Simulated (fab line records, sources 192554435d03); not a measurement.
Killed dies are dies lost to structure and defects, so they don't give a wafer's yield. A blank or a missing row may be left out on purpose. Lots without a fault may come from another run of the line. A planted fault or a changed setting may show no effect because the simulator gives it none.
Split-lot experiment | flow n5_finfet | 7 lots, 21 wafers read, on a route of 1938 steps

THE SPLIT
At N5_BEOL_M13_COAT_65 (time 60 s, resist thk 350 nm), the setting spin_rpm was moved away from the recipe's 1500 rpm on 5 of the 21 wafers read, by -9.5% to +9.4%. The other wafers ran this setting at the recipe's value.

The reading is taken at the split's own step.

THE READING
SOC_of_BEOL_M13_COAT_65.thk_nm (the simulator's own value, which no gauge read), in nm, at N5_BEOL_M13_COAT_65 (time 60 s, resist thk 350 nm). The file gives no usual value for it. The 16 wafers here that ran the recipe average 350.9 nm, standard deviation 0.79 nm.

wafer  | tool, chamber at the split | spin_rpm as run, rpm | against the recipe | SOC_of_BEOL_M13_COAT_65.thk_nm, nm | against lot-mates on the recipe
L074.3 | litho_track-02, 0          | 1500                 | recipe             | 350.2                              | -
L074.4 | litho_track-02, 0          | 1500                 | recipe             | 350.4                              | -
L074.6 | litho_track-02, 0          | 1411                 | -5.9%              | 361.8                              | +11.5
L075.3 | litho_track-01, 0          | 1500                 | recipe             | 351                                | -
L075.4 | litho_track-01, 0          | 1500                 | recipe             | 350.2                              | -
L075.6 | litho_track-01, 0          | 1500                 | recipe             | 350.4                              | -
L082.2 | litho_track-05, 0          | 1641                 | +9.4%              | 334.2                              | -15.6
L082.5 | litho_track-05, 0          | 1641                 | +9.4%              | 334.2                              | -15.6
L082.3 | litho_track-05, 0          | 1500                 | recipe             | 349.8                              | -
L083.1 | litho_track-01, 0          | 1500                 | recipe             | 352.4                              | -
L083.5 | litho_track-01, 0          | 1500                 | recipe             | 351.6                              | -
L083.6 | litho_track-01, 0          | 1500                 | recipe             | 352.2                              | -
L087.3 | litho_track-05, 0          | 1500                 | recipe             | 351.2                              | -
L087.4 | litho_track-05, 0          | 1500                 | recipe             | 351.2                              | -
L087.6 | litho_track-05, 0          | 1500                 | recipe             | 351.4                              | -
L092.4 | litho_track-02, 0          | 1500                 | recipe             | 350                                | -
L092.5 | litho_track-02, 0          | 1500                 | recipe             | 350.4                              | -
L092.6 | litho_track-02, 0          | 1500                 | recipe             | 350.2                              | -
L091.2 | litho_track-01, 0          | 1357                 | -9.5%              | 370                                | +18.2
L091.4 | litho_track-01, 0          | 1500                 | recipe             | 351.8                              | -
L091.6 | litho_track-01, 0          | 1357                 | -9.5%              | 369.8                              | +18.0

THE FIT
A straight line over all 21 wafers: SOC_of_BEOL_M13_COAT_65.thk_nm changes by -1.88 nm for each +1% of spin_rpm; r = -1.00; the points scatter about the line by 0.84 nm.
The same after taking each lot's own level away (the mean of its wafers on the recipe; 21 wafers): -1.79 nm for each +1%; r = -1.00; scatter 0.53 nm.
On that fit, the largest move of spin_rpm shifts the reading by 17 nm.
The lots' own levels span 349.80 to 352.07 nm, that is 2.9 times the standard deviation above.
So the lot-to-lot level changes the slope little: the two slopes agree.
Check: with one of the wafers moved furthest among these (-9.5%) left out of the fit, the line predicts +17 nm for it against its lot-mates. It came out at +18.2 nm against them.

OTHER SPLITS ON THESE WAFERS
These wafers also went through other splits before the reading. Each is held against what the fit with the lots' levels taken away leaves over:
other split on the same wafers    | wafers away from the commonest value | r with SOC_of_BEOL_M13_COAT_65.thk_nm (lot level and that fit taken away)
N5_BEOL_M10_COAT_22 spin_rpm      | 10                                   | -0.61
N5_BEOL_M10_VIA_ETCH_34 bias_w    | 9                                    | +0.07
N5_BEOL_M10_TRENCH_ETCH_37 bias_w | 9                                    | -0.28
N5_BEOL_M12_COAT_04 spin_rpm      | 6                                    | +0.48
N5_BEOL_M13_ETCH_59 time_s        | 6                                    | -0.07

THE FILE'S OWN FIT
SOC_of_BEOL_M13_COAT_65.thk_nm changes by -1.81 nm for each +1% of spin_rpm, r = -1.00.
